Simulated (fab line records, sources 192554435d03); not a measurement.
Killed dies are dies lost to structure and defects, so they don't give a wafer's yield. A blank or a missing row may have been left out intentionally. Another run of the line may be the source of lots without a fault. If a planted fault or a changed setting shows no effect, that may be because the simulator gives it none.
Split-lot study ; flow n5_finfet ; 7 lots, 21 wafers read, on a route of 1938 steps

## SPLIT DETAILS
At N5_ZERO_LAYER_COAT_05 (resist thk 1000 nm), the setting spin_rpm was moved away from the recipe's 1500 rpm on 5 of the 21 wafers read, by -10.1% to +7.1%. All remaining wafers had this setting at the recipe value.

Reading taken at the split's own step.

## THE READING
coat_of_ZERO_LAYER_COAT_05.thk_nm (the simulator's own value, which no gauge read), in nm, at N5_ZERO_LAYER_COAT_05 (resist thk 1000 nm). The file does not state a usual value for it. Average 1000.1 nm, standard deviation 2.6 nm, over the 16 wafers here run with the recipe.

wafer;tool, chamber at the split;spin_rpm as run, rpm;against the recipe;coat_of_ZERO_LAYER_COAT_05.thk_nm, nm;against lot-mates on the recipe
L074.3;litho_track-02, 0;1500;recipe;1002;-
L074.5;litho_track-02, 0;1500;recipe;1004;-
L074.6;litho_track-02, 0;1500;recipe;1003;-
L076.2;litho_track-02, 0;1500;recipe;996.3;-
L076.4;litho_track-02, 0;1500;recipe;994.7;-
L076.5;litho_track-02, 0;1352;-9.9%;1051;+55.5
L087.1;litho_track-05, 0;1500;recipe;1000;-
L087.5;litho_track-05, 0;1607;+7.1%;967.7;-33.8
L087.6;litho_track-05, 0;1500;recipe;1003;-
L088.1;litho_track-02, 0;1500;recipe;1001;-
L088.3;litho_track-02, 0;1500;recipe;1001;-
L088.6;litho_track-02, 0;1500;recipe;999.3;-
L090.3;litho_track-05, 0;1500;recipe;998.5;-
L090.4;litho_track-05, 0;1500;recipe;1003;-
L090.6;litho_track-05, 0;1500;recipe;997.4;-
L091.2;litho_track-05, 0;1500;recipe;997.1;-
L091.3;litho_track-05, 0;1348;-10.1%;1053;+55.9
L091.5;litho_track-05, 0;1348;-10.1%;1051;+53.9
L092.3;litho_track-05, 0;1500;recipe;1001;-
L092.6;litho_track-05, 0;1500;recipe;1001;-
L092.5;litho_track-05, 0;1427;-4.9%;1024;+23.0

THE FIT
A straight line over all 21 wafers: coat_of_ZERO_LAYER_COAT_05.thk_nm changes by -5.01 nm for each +1% of spin_rpm; r = -0.99; the points scatter about the line by 2.6 nm.
The same after taking each lot's own level away (the mean of its wafers on the recipe; 21 wafers): -5.31 nm for each +1%; r = -1.00; scatter 1.8 nm.
According to that fit, moving spin_rpm by its largest amount changes the reading by 54 nm.
Measured against the standard deviation above, the lots' own levels, which go from 995.50 to 1003.00 nm, span 2.9 times it.
The two slopes are in agreement: the lot-to-lot level therefore moves the slope only a little.
Check: for one of the wafers moved furthest among these (-10.1%), held out of the fit, the line's prediction against its lot-mates is +53.5 nm. Against them it came out at +55.9 nm.

## FURTHER SPLITS ON THESE WAFERS
Before the reading, these wafers also passed through other splits. Each is held against what the fit with the lots' levels taken away leaves over:
other split on the same wafers;wafers away from the commonest value;r with coat_of_ZERO_LAYER_COAT_05.thk_nm (lot level and that fit taken away)
N5_ZERO_LAYER_PECVD_02 time_s;6;-0.33

## THE WHOLE CHAIN: every reading that the file lists as answering this split, in the file's order
step;what it does;reading;change (the file's fit);r (the file's)
N5_ZERO_LAYER_COAT_05;resist thk 1000 nm;coat_of_ZERO_LAYER_COAT_05.thk_nm (the simulator's own value, which no gauge read);-5.28 nm for each +1% of the setting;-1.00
N5_ZERO_LAYER_STRIP_24;strips in O2;strip_time_to_endpoint_s;withheld for each +1% of the setting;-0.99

## FILE'S OWN FIT
coat_of_ZERO_LAYER_COAT_05.thk_nm changes by -5.28 nm for each +1% of spin_rpm, r = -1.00.
